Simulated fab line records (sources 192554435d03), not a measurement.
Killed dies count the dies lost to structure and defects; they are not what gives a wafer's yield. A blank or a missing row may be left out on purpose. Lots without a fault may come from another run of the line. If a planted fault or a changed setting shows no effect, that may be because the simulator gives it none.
fab line records	flow n5Finfet
record: lots: 4	wafers: 12	lastDay: 16
route steps=1938 shown DUMMY_GATE@247 SPACER0@258 SD_EPI_N@262 SD_EPI_P@326 BEOL_M4@1111 PASSIVATION@1936
lots that met no fault: from a run of the same line without faults
startH: start of the lot's first displayed wafer, in hours after the record's first day	waitH: hours elapsed since this lot's preceding step	" same as the row above	L1.1+2: several wafers, shown together as one row	- value missing, or start not given	* or withheld: withheld	< > ~ a bound
route shown NAME@n: a module of which the file shows steps, and the number in the route of the first	usual: the fault-free wafers' mean and standard deviation	same: alike in all rows	chamber/n: place in a boat	sites: the reading at each site	_std_site: the standard deviation of these	_edge_site: outer sites' mean less inner sites'	radiusMm: for every site, how far away it sits from the centre of the wafer	mask NAME#n: copy n	behind: tool/chamber where the wafer was last shaped	hold: reason for holding the lot/hours on hold/outcome of the hold	device: whichever transistor did not switch (one of n, p or np)	end of line: tests run on the same wafers once the route is complete	a step with no rows: only its recipe	killed: count of dies lost to structure and defects at first sort (not the wafer's yield)	map: shows each die of a wafer: x if killed, . if not, _ if none is there
set.NAME: the setting that was run; set.NAME@STEP: the one run at that earlier step	model.NAME: the simulator's own value behind a step, which no gauge read
lots at selected steps of the route; one table per step, one row per wafer
services: the hour from which a tool's chamber was out of use, counted from the record's first day as startH (under 0 if before that day), plus the number of hours and why
== steps ==
step: N5_DUMMY_GATE_ETCH_23
recipe: chemistry: HBr/Cl2/O2	HBr_flow_sccm: 150	Cl2_flow_sccm: 80	O2_flow_sccm: 12	biasW: 102	targetDepthA: 410	timeS: 22.3	target: poly-Si	maskMaterial: SiO2	pressureMtorr: 10	icpW: 800
step: N5_DUMMY_GATE_ETCH_44
recipe: chemistry: HBr/O2	overEtchFrac: 0.7	targetDepthA: 1275	stopOn: SiO2	ionEnergyEv: 60	biasW: 20	target: poly-Si	maskMaterial: SiO2	pressureMtorr: 20	icpW: 400	HBr_flow_sccm: 120	O2_flow_sccm: 10
step: N5_DUMMY_GATE_ETCH_42
recipe: chemistry: CHF3/O2	target: SiO2	targetDepthA: 35	timeS: 31	ionEnergyEv: 30	biasW: 12	pressureMtorr: 30	sourceW: 600	Ar_flow_sccm: 200	CHF3_flow_sccm: 50	O2_flow_sccm: 5
step: N5_DUMMY_GATE_STRIP_48
recipe: chemistry: N2/H2	timeS: 20	powerW: 100	tempC: 40	pressureMtorr: 100	rfFrequencyHz: 6e+07	biasPowerW: 3	n2FlowSccm: 300	h2FlowSccm: 300
step: N5_DUMMY_GATE_PRECLEAN_33
recipe: chemistry: dHF	timeS: 10	dilution: 750:1	tempC: 25
step: N5_DUMMY_GATE_PRECLEAN_25
recipe: chemistry: O3/DIW	timeS: 45	tempC: 22	o3Ppm: 10
step: N5_DUMMY_GATE_PRECLEAN_51
recipe: chemistry: SC2	timeS: 45	tempC: 35	mix: 1:1:50
step: N5_DUMMY_GATE_SRD_26
recipe: dry: ipaMarangoni	timeS: 30	tempC: 23	rinseLiquid: diw
step: N5_DUMMY_GATE_UV_OZONE_45
recipe: timeS: 120	pressureTorr: 760	tempC: 25
step: N5_SPACER0_ALD_07
recipe: material: SiNx	targetThkA: 20	tempC: 400	aldPrecursorFamily: SiH2I2	aldCoReactant: N2/H2-plasma	pressureTorr: 2
step: N5_SPACER0_ALD_00
recipe: material: SiOCN	targetThkA: 35	tempC: 400	aldPrecursorFamily: alkyl-aminosilane	aldCoReactant: O2/N2-plasma	pulseTimeS: 3	purgeTimeS: 2	coReactantPurgeTimeS: 2	aldCycles: 58	pressureTorr: 2
usual: aldCycles: 58/0	heaterPowerOuterW: 492/63	heaterPowerW: 800/89	precursorPulseHeightRel: 1.000/0.02
lot.wafer	tool	chamber	startH	waitH	aldCycles	heaterPowerOuterW	heaterPowerW	precursorPulseHeightRel	model.SiOCN_of_SPACER0_ALD_00.thkNm
L238.3	aldSin-02	1	100.79	0.1	58	463	764	0.985	3.6
L238.5	"	2	"	"	58	548	882	1.032	3.6
L238.6	"	3	"	"	58	514	815	0.990	3.6
L239.1	aldSin-02	0	108.55	0.1	58	499	895	0.983	3.6
L239.2	"	2	"	"	41	545	884	1.015	2.4
L239.4	"	1	"	"	41	456	775	1.009	2.4
L242.1	aldSin-02	0	126.75	0.1	58	523	889	1.006	3.6
L242.3	"	2	"	"	58	552	892	0.970	3.6
L242.4	"	1	"	"	41	469	768	1.010	2.4
L247.2	aldSin-01	1	157.77	0.1	58	554	902	1.009	3.4
L247.3	"	3	"	"	58	402	719	1.011	3.4
L247.5	"	0	"	"	58	394	684	1.015	3.6
step: N5_SPACER0_ALD_08
recipe: material: SiNx	targetThkA: 20	tempC: 400	aldPrecursorFamily: SiH2I2	aldCoReactant: N2/H2-plasma	pressureTorr: 2
step: N5_SD_EPI_N_COAT_32
recipe: resist: SOC	tempC: 250	timeS: 60	spinRpm: 1500	resistThkNm: 350
step: N5_SD_EPI_N_COAT_33
recipe: resist: SiARC	tempC: 220	timeS: 60	spinRpm: 1500	resistThkNm: 35
step: N5_SD_EPI_N_COAT_03
recipe: resist: CAR-ArF-block	spinRpm: 1500	resistThkNm: 150
step: N5_SD_EPI_N_EBR_05
recipe: solvent: PGMEA	ebrWidthMm: 1.5
step: N5_SD_EPI_N_SOFTBAKE_04
recipe: tempC: 110	timeS: 60	resist: CAR-ArF-block
step: N5_SD_EPI_N_EXPOSE_06
recipe: maskId: SD_N_BLK	na: 1.35	sourceShape: conventional	sigmaOuter: 0.8	polarization: unpolarized	targetCdNm: 120	doseMj: 39.75
step: N5_SD_EPI_N_PEB_07
recipe: pebTempC: 110	pebTimeS: 60	resist: CAR-ArF-block
step: N5_SD_EPI_N_DEVELOP_08
recipe: developTimeS: 30	developer: TMAH	resist: CAR-ArF-block	devTempC: 23	rinseLiquid: diw	dry: airSpin
step: N5_SD_EPI_N_DESCUM_14
recipe: chemistry: O2	timeS: 7.9	sourcePowerW: 50	biasPowerW: 20	pressureMtorr: 20	rfFrequencyHz: 2.712e+07	tempC: 40	resist: CAR-ArF-block	o2FlowSccm: 225
step: N5_SD_EPI_N_ETCH_34
recipe: chemistry: CF4	target: SiARC	targetDepthA: 455	maskMaterial: CAR-ArF-block	timeS: 75.8	ionEnergyEv: 80	pressureMtorr: 40	sourceW: 545	biasW: 36	Ar_flow_sccm: 100	cf4FlowSccm: 100	ends: cleared
step: N5_SD_EPI_N_ETCH_35
recipe: chemistry: N2/H2	target: SOC	overetchA: 1080	maskMaterial: SiARC	tempC: 40	ionEnergyEv: 100	sourceW: 3000	biasW: 133	pressureMtorr: 20	timeS: 486	n2FlowSccm: 200	h2FlowSccm: 200
step: N5_SD_EPI_N_STRIP_36
recipe: chemistry: N2/H2	tempC: 40	n2FlowSccm: 200	h2FlowSccm: 200	rfFrequencyHz: 6e+07
step: N5_SD_EPI_N_ETCHBACK_44
recipe: chemistry: CH3F/O2	mode: anisotropicEtchback	target: SiNx	targetDepthA: 145	stopOn: SiO2	overEtchFrac: 0.3	ionEnergyEv: 120	pressureMtorr: 30	sourceW: 395	biasW: 73	Ar_flow_sccm: 150	CH3F_flow_sccm: 30	O2_flow_sccm: 20
step: N5_SD_EPI_N_ETCH_45
recipe: chemistry: CH3F/O2	target: SiOCN	targetDepthA: 60	maskMaterial: SOC	ionEnergyEv: 60	biasW: 29	pressureMtorr: 15	sourceW: 410	Ar_flow_sccm: 150	CH3F_flow_sccm: 30	O2_flow_sccm: 20
step: N5_SD_EPI_N_ETCH_16
recipe: chemistry: CHF3/O2	target: SiO2	targetDepthA: 50	maskMaterial: SOC	pressureMtorr: 30	sourceW: 650	biasW: 170	Ar_flow_sccm: 200	CHF3_flow_sccm: 50	O2_flow_sccm: 5	ionEnergyEv: 200
step: N5_SD_EPI_N_STRIP_47
recipe: chemistry: CHF3/O2	resist: SiARC	rfFrequencyHz: 6e+07
step: N5_SD_EPI_N_SD_RECESS_17
recipe: chemistry: HBr/Cl2/O2	targetDepthA: 410	maskMaterial: SOC	timeS: 23.7	btTimeS: 3	pressureMtorr: 10	icpW: 800	biasW: 112	HBr_flow_sccm: 150	Cl2_flow_sccm: 80	O2_flow_sccm: 12
step: N5_SD_EPI_N_STRIP_38
recipe: chemistry: N2/H2	powerW: 1000	tempC: 250	h2Frac: 0.65	overashFraction: 0.3	pressureMtorr: withheld	n2FlowSccm: 1750	h2FlowSccm: 3250
step: N5_SD_EPI_N_WET_ETCH_43
recipe: chemistry: dHF	dilution: withheld	timeS: 14	target: SiO2	targetDepthA: 15	tempC: 25
step: N5_SD_EPI_N_STRIP_18
recipe: chemistry: SPM	timeS: 750	tempC: 130	h2so4H2o2VolRatio: 4
step: N5_SD_EPI_N_SRD_20
recipe: dry: ipaMarangoni	doPpb: 5	timeS: 30	tempC: 23	rinseLiquid: diw
step: N5_SD_EPI_N_PRECLEAN_48
recipe: chemistry: NF3:NH3	afsCycles: 2	tempC: 30	timeS: 20	sublimationTempC: 180	sublimationTimeS: 60	pressureTorr: 3	rfPowerW: 30
step: N5_SD_EPI_N_VAPOR_ETCH_50
recipe: chemistry: HCl	target: Si	tempC: 775	timeS: 54	pressureTorr: 20	mode: isotropic
step: N5_SD_EPI_N_EPI_21
recipe: material: Si:P	dopant: P	tempC: 680	pressureTorr: 255	timeS: 690
step: N5_SD_EPI_P_PRECLEAN_32
recipe: chemistry: dHF	timeS: 10	dilution: 500:1	tempC: 25
lot.wafer	tool	chamber	startH	waitH	model.SiOCN_of_SPACER0_ALD_00.thkNm
L238.3+5+6	wetBench-06	6,5,4	110.03	0.0	3.4
L239.1	wetBench-06	7	118.60	0.0	3.4
L239.2+4	"	3,0	"	"	2.4
L242.1+3	wetBench-06	7,5	135.69	0.0	3.4
L242.4	"	3	"	"	2.4
L247.2+3+5	wetBench-06	5,0,3	166.72	0.0	3.4
step: N5_BEOL_M4_RC_MEAS_101
usual: DIBL_N: 36.3/1	DIBL_P: 36.2/1.4	IOFF_N: 0.157/0.021	IOFF_N_85C: 3.1/0.35	IOFF_N_LIN: 0.073/0.0083	IOFF_P: 0.206/0.025	IOFF_P_85C: 3.6/0.37	IOFF_P_LIN: 0.099/0.01	ION_N: 673/9	ION_P: 461/6.4	REXT_N: 75.0/1.5	REXT_P: 101.1/2.2	SS_N: 71.5/0.5	SS_P: 73.2/0.47	VT_N: 249.9/2.4	VT_N_LVT: 98.2/2.7	VT_P: -250.6/2.9	VT_P_LVT: -98.8/2.6
lot.wafer	tool	chamber	startH	waitH	DIBL_N[mV/V]	DIBL_P[mV/V]	IOFF_N[nA/um]	IOFF_N_85C[nA/um]	IOFF_N_LIN[nA/um]	IOFF_P[nA/um]	IOFF_P_85C[nA/um]	IOFF_P_LIN[nA/um]	ION_N[uA/um]	ION_P[uA/um]	REXT_N[ohm.um]	REXT_P[ohm.um]	SS_N[mV/dec]	SS_P[mV/dec]	VT_N[mV]	VT_N_LVT[mV]	VT_P[mV]	VT_P_LVT[mV]
L238.3	prober-02	0	211.57	0.3	37.2	37.5	0.185	3.4	0.081	0.213	3.6	0.097	680	455	72.2	99.2	71.5	73.9	246.9	96.3	-251.7	-101.0
L238.5	"	0	"	"	35.6	35.5	0.149	2.8	0.068	0.183	3.2	0.088	675	462	73.3	97.8	71.3	73.5	248.9	99.7	-252.8	-102.5
L238.6	"	0	"	"	35.9	35.8	0.148	2.8	0.068	0.178	3.1	0.085	672	452	72.3	98.0	71.0	72.6	251.5	99.2	-255.5	-102.9
L239.1	prober-02	0	214.82	0.0	36.6	35.4	0.141	2.8	0.068	0.187	3.3	0.090	660	458	76.7	98.6	71.7	73.0	249.0	99.3	-251.4	-101.0
L239.2	"	0	"	"	43.9	41.6	0.281	5.0	0.114	0.381	5.9	0.163	707	485	68.5	89.1	73.3	74.4	241.6	88.9	-240.9	-88.5
L239.4	"	0	"	"	42.2	40.2	0.245	4.4	0.105	0.334	5.3	0.147	716	488	67.7	88.6	72.1	73.7	240.6	90.0	-241.1	-88.8
L242.1	prober-01	0	247.18	0.0	33.5	32.4	0.125	2.5	0.060	0.165	3.0	0.084	663	447	77.1	104.1	71.0	73.2	252.8	102.3	-254.5	-103.1
L242.3	"	0	"	"	36.0	35.7	0.155	3.0	0.072	0.204	3.6	0.098	667	454	78.1	103.8	71.0	73.5	251.8	99.0	-250.8	-100.1
L242.4	"	0	"	"	44.3	43.2	0.367	6.2	0.139	0.435	6.8	0.179	718	486	68.3	92.3	73.3	74.8	239.8	87.5	-237.3	-87.2
L247.2	prober-01	0	271.26	0.2	36.2	35.9	0.151	2.9	0.071	0.209	3.7	0.102	676	466	73.8	101.0	71.1	72.9	249.4	98.1	-249.9	-97.6
L247.3	"	0	"	"	36.5	36.0	0.153	3.0	0.073	0.212	3.6	0.102	676	463	73.8	100.0	71.5	72.7	250.3	97.5	-248.4	-96.9
L247.5	"	0	"	"	36.6	36.2	0.152	2.9	0.073	0.218	3.7	0.106	670	466	74.9	100.8	71.2	73.3	250.0	97.0	-247.1	-96.6
step: N5_PASSIVATION_PROBE_49
usual: defectLimitedYield: 91.1/1.3	killed_at_M0_to_M3: 36/10	killed_at_M4_up: 14/4.4	killedAtContacts: 14/5.7	killedAtFrontEnd: 39/9.4	killedAtOther: 2.9/2.6	killedDies: 105/15	killedOpen: 70/12	killedShort: 34/7.1	sort_bin_4_leakage: 0/0	sort_bin_5_function: 5.3/0.77	sort_bin_6_memory: 3.3/0.66	sortNPass: 1075/15	sortYieldPct: 91.1/1.3
same: grossDies: 1180	killedAtBackSide: 0	sort_bin_8_speed[%]: 0
lot.wafer	tool	chamber	startH	waitH	defectLimitedYield[%]	killed_at_M0_to_M3	killed_at_M4_up	killedAtContacts	killedAtFrontEnd	killedAtOther	killedDies	killedOpen	killedShort	sort_bin_4_leakage[%]	sort_bin_5_function[%]	sort_bin_6_memory[%]	sortNPass	sortYieldPct[%]
L238.3	prober-02	-	315.34	0.1	91.6	37	9	10	42	1	99	58	40	0	5.3	2.8	1081	91.6
L238.5	prober-02	-	315.44	0.2	92.5	33	6	7	38	4	88	52	35	0	4.5	2.5	1092	92.5
L238.6	prober-02	-	315.49	0.3	90.2	46	12	18	39	1	116	65	50	0	5.3	4.4	1064	90.2
L239.1	prober-02	-	318.51	0.0	90.8	40	25	15	26	2	108	69	34	0	6.1	2.8	1072	90.8
L239.2	prober-02	-	318.56	0.1	90.5	36	18	12	45	1	112	76	35	0.17	5.3	3.8	1066	90.3
L239.4	prober-02	-	318.66	0.2	92.6	32	16	9	29	1	87	54	30	0	4.7	2.4	1093	92.6
L242.1	prober-01	-	345.64	0.0	91.9	37	11	7	38	3	96	65	31	0	3.9	3.9	1084	91.9
L242.3	prober-01	-	345.74	0.1	90.3	48	11	13	39	4	115	68	44	0	5.7	3.1	1065	90.3
L242.4	prober-01	-	345.79	0.2	91.8	38	14	14	27	4	97	63	32	7.54	4.8	3.2	994	84.2
L247.2	prober-01	-	373.48	0.1	90.5	68	8	10	23	3	112	65	43	0	5.8	3.2	1068	90.5
L247.3	prober-01	-	373.53	0.1	91.3	29	21	18	33	2	103	66	34	0	5.5	2.8	1077	91.3
L247.5	prober-01	-	373.63	0.2	88.9	51	16	12	48	4	131	76	50	0	7.4	3.6	1049	88.9
killed by level:class
L238.3 BEOL_M0_SAQP:geometricParticle:open=10 FIN_SAQP:geometricParticle:short=9 BEOL_M0_SAQP:geometricParticle:short=9 BEOL_M3:geometricParticle:open=8 MOL_CONTACT_COAG:geometricParticle:open=8 GATE_CUT:geometricParticle:short=7 STI_FIN_REVEAL:geometricParticle:open=6 BEOL_M4:geometricParticle:open=6
L238.5 BEOL_M0_SAQP:geometricParticle:open=11 FIN_SAQP:geometricParticle:short=10 STI_FIN_REVEAL:geometricParticle:open=7 BEOL_M0_SAQP:geometricParticle:short=7 BEOL_M2:geometricParticle:open=6 MOL_CONTACT_COAG:geometricParticle:open=5 STARTING-WAFER:geometricParticle:open=5 FIN_SAQP:geometricParticle:open=4
L238.6 FIN_SAQP:geometricParticle:short=14 MOL_CONTACT_COAG:geometricParticle:open=14 BEOL_M0_SAQP:geometricParticle:open=11 BEOL_M0_SAQP:geometricParticle:short=11 BEOL_M3:geometricParticle:open=11 FIN_SAQP:geometricParticle:open=8 GATE_CUT:geometricParticle:short=8 STI_FIN_REVEAL:geometricParticle:open=6
L239.1 MOL_CONTACT_COAG:geometricParticle:open=13 BEOL_M4:geometricParticle:open=11 BEOL_M0_SAQP:geometricParticle:short=9 BEOL_M0_SAQP:geometricParticle:open=9 STI_FIN_REVEAL:geometricParticle:open=7 BEOL_M1:geometricParticle:open=7 BEOL_M4:geometricParticle:short=6 BEOL_M3:geometricParticle:open=5
L239.2 FIN_SAQP:geometricParticle:open=16 BEOL_M0_SAQP:geometricParticle:short=8 BEOL_M0_SAQP:geometricParticle:open=8 STI_FIN_REVEAL:geometricParticle:open=7 MOL_CONTACT_COAG:geometricParticle:open=7 BEOL_M2:geometricParticle:open=7 BEOL_M4:geometricParticle:open=7 MOL_CONTACT_COAG:geometricParticle:short=5
L239.4 STI_FIN_REVEAL:geometricParticle:open=9 BEOL_M0_SAQP:geometricParticle:open=8 MOL_CONTACT_COAG:geometricParticle:open=7 BEOL_M2:geometricParticle:open=7 BEOL_M4:geometricParticle:open=6 BEOL_M3:geometricParticle:short=6 FIN_SAQP:geometricParticle:short=4 BEOL_M1:geometricParticle:open=4
L242.1 STI_FIN_REVEAL:geometricParticle:open=13 BEOL_M2:geometricParticle:open=9 BEOL_M3:geometricParticle:open=9 BEOL_M2:geometricParticle:short=6 GATE_CUT:geometricParticle:short=5 MOL_CONTACT_COAG:geometricParticle:open=5 FIN_SAQP:geometricParticle:open=4 DUMMY_GATE:geometricParticle:open=4
L242.3 FIN_SAQP:geometricParticle:short=10 BEOL_M0_SAQP:geometricParticle:open=9 BEOL_M1:geometricParticle:open=9 MOL_CONTACT_COAG:geometricParticle:open=8 BEOL_M0_SAQP:geometricParticle:short=8 BEOL_M3:geometricParticle:open=8 STI_FIN_REVEAL:geometricParticle:open=6 BEOL_M2:geometricParticle:open=6
L242.4 MOL_CONTACT_COAG:geometricParticle:open=11 BEOL_M3:geometricParticle:open=9 BEOL_M0_SAQP:geometricParticle:short=8 BEOL_M4:geometricParticle:open=8 BEOL_M0_SAQP:geometricParticle:open=7 BEOL_M1:geometricParticle:open=6 FIN_SAQP:geometricParticle:open=4 BEOL_M1:geometricParticle:short=4
L247.2 BEOL_M0_SAQP:geometricParticle:open=27 BEOL_M0_SAQP:geometricParticle:short=22 MOL_CONTACT_COAG:geometricParticle:open=8 BEOL_M1:geometricParticle:short=6 STI_FIN_REVEAL:geometricParticle:open=5 BEOL_M3:geometricParticle:open=5 BEOL_M2:geometricParticle:open=4 HKMG_FIN:areaEtch=3
L247.3 MOL_CONTACT_COAG:geometricParticle:open=14 BEOL_M0_SAQP:geometricParticle:open=12 STI_FIN_REVEAL:geometricParticle:open=8 BEOL_M0_SAQP:geometricParticle:short=8 BEOL_M4:geometricParticle:open=6 BEOL_M2:geometricParticle:open=6 BEOL_M4:geometricParticle:short=5 FIN_SAQP:geometricParticle:short=4
L247.5 BEOL_M0_SAQP:geometricParticle:short=20 BEOL_M0_SAQP:geometricParticle:open=14 STI_FIN_REVEAL:geometricParticle:open=11 MOL_CONTACT_COAG:geometricParticle:open=11 BEOL_M5:geometricParticle:open=7 FIN_SAQP:geometricParticle:short=5 ILD0:geometricParticle:open=5 GATE_CUT:geometricParticle:short=5
map L239.2 (x killed, . not)
_________________............________________
______________.....x..........xx_____________
___________..............x.x.......__________
__________......x...x.........x....._________
________...........x.........x........_______
_______........x.......x..........x....______
______................x...........x....._____
_____..........x......................xx.____
____.....xx.............x..............x..___
___..........x................x............__
___.x..xx..x.....x..x..x...................__
__.....x.....................x.............._
__..x.x....x..x........x.......x....x......._
_x.....x....................x........x......x
_..x.................x...x.x............x....
_........x......x.................x.....xx...
_....................x..........x.........x..
_..........x.x.....xxx............x..........
_..x.........................x.......x..xx...
_..................x..x...........x.....x....
_..............x.......x.................x...
__.......x...x.............x......x........._
__.......................xx..x......x..x.x.._
___..........x....x..........x.............__
___.......x...........x......x......x......__
____..........x....x......................___
_____.......x...............xx...........____
______xx.....x..............x..........._____
_______.x.......x.............x........______
________.............................._______
__________.............x.....xx....._________
___________........................__________
______________................x._____________
_________________x.......xx..________________
map L242.3 (x killed, . not)
_________________...xx.......________________
______________..........x......._____________
___________........................__________
__________x.......................x._________
________.........................xx..._______
_______..x........x....x..............x______
______.......xx........................._____
_____.x.......xx....x...............x...x____
____.x........x...x...x......x............___
___...x...............................x....__
___...x..........x....x.........x....x..x..__
__.........x......................x........._
__.........................xx..............._
_..........................x................x
_....x...............x.............x.........
_.x........x..............................x..
_x..............x......x.x....x....x.........
_.......x......x..xx.xx....x.x...x...........
_.....x................................x.....
_..........x.x.............xx................
_......xxx..........x.xx...x......x........x.
__x...xx................x.x........x...x...._
__..................x...x.............x....._
___..........x......x........x....x...x....__
___xx...........x..........................__
____.............x...x....................___
_____.....x..................x....xx.....____
______...........................x......_____
_______....x................xx.........______
________x..x..xx..x....x.............._______
__________..............x..........._________
___________.x.................xx...__________
______________x...........x....._____________
_________________.....x......________________
== services ==
tool	chamber	startH	hours	kind
aldSin-02	3	85.14	14.9	repair
aldSin-01	-	85.25	14.0	pm
aldSin-01	0	85.25	14.0	ventCycle
aldSin-01	1	85.25	14.0	ventCycle
aldSin-01	2	85.25	14.0	ventCycle
aldSin-01	3	85.25	14.0	ventCycle
aldSin-01	0	99.25	-	clean
aldSin-01	1	99.25	-	clean
aldSin-01	2	99.25	-	clean
aldSin-01	3	99.25	-	clean
aldSin-01	1	125.40	1.6	repair
aldSin-01	0	165.18	1.3	repair
== key ==
firstSign: step: N5_SPACER0_ALD_00	reading: aldCycles	direction: down	sigmas: 99+	usual: *	struck: *
effect: step: N5_BEOL_M4_RC_MEAS_101	reading: IOFF_P	direction: up	sigmas: 7.2	usual: 0.206	struck: 0.383
effect: step: N5_BEOL_M4_RC_MEAS_101	reading: DIBL_N	direction: up	sigmas: 6.9	usual: 36.3	struck: 43.5
effect: step: N5_BEOL_M4_RC_MEAS_101	reading: IOFF_N	direction: up	sigmas: 6.5	usual: 0.157	struck: 0.298
effect: step: N5_BEOL_M4_RC_MEAS_101	reading: IOFF_P_85C	direction: up	sigmas: 6.5	usual: 3.6	struck: 6.0
effect: step: N5_BEOL_M4_RC_MEAS_101	reading: IOFF_P_LIN	direction: up	sigmas: 6.3	usual: 0.099	struck: 0.163
effect: step: N5_BEOL_M4_RC_MEAS_101	reading: IOFF_N_85C	direction: up	sigmas: 6.1	usual: 3.1	struck: 5.2
effect: step: N5_BEOL_M4_RC_MEAS_101	reading: IOFF_N_LIN	direction: up	sigmas: 5.6	usual: 0.073	struck: 0.119
effect: step: N5_BEOL_M4_RC_MEAS_101	reading: REXT_P	direction: down	sigmas: 5.1	usual: 101.1	struck: 90.0
effect: step: N5_BEOL_M4_RC_MEAS_101	reading: REXT_N	direction: down	sigmas: 4.6	usual: 75.0	struck: 68.1
effect: step: N5_BEOL_M4_RC_MEAS_101	reading: ION_N	direction: up	sigmas: 4.5	usual: 673	struck: 714
effect: step: N5_BEOL_M4_RC_MEAS_101	reading: VT_P_LVT	direction: up	sigmas: 4.2	usual: -98.8	struck: -88.2
effect: step: N5_BEOL_M4_RC_MEAS_101	reading: ION_P	direction: up	sigmas: 3.9	usual: 461	struck: 486
effect: step: N5_PASSIVATION_PROBE_49	reading: sort_bin_4_leakage	direction: up	sigmas: 30	usual: 0	struck: 2.57	wafersMoved: 2
modelEffect: step: N5_SPACER0_ALD_00	value: SiOCN_of_SPACER0_ALD_00.thkNm	without: 3.533	struck: 2.4
modelEffect: step: N5_SD_EPI_P_PRECLEAN_32	value: SiOCN_of_SPACER0_ALD_00.thkNm	without: 3.4	struck: 2.4
metAt N5_SPACER0_ALD_00
struckWafers L239.2,L239.4,L242.4
onsetBetween 100.79 108.55
fault: kind: processParameterDrift	tool: aldSin-02	chamber: -	onsetH: 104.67	steps: N5_SPACER0_ALD_00	channel: aldCycles	offset: *	shape: step	endH: 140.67	scope: struckWafersOnly	actsIn: *	stated: *
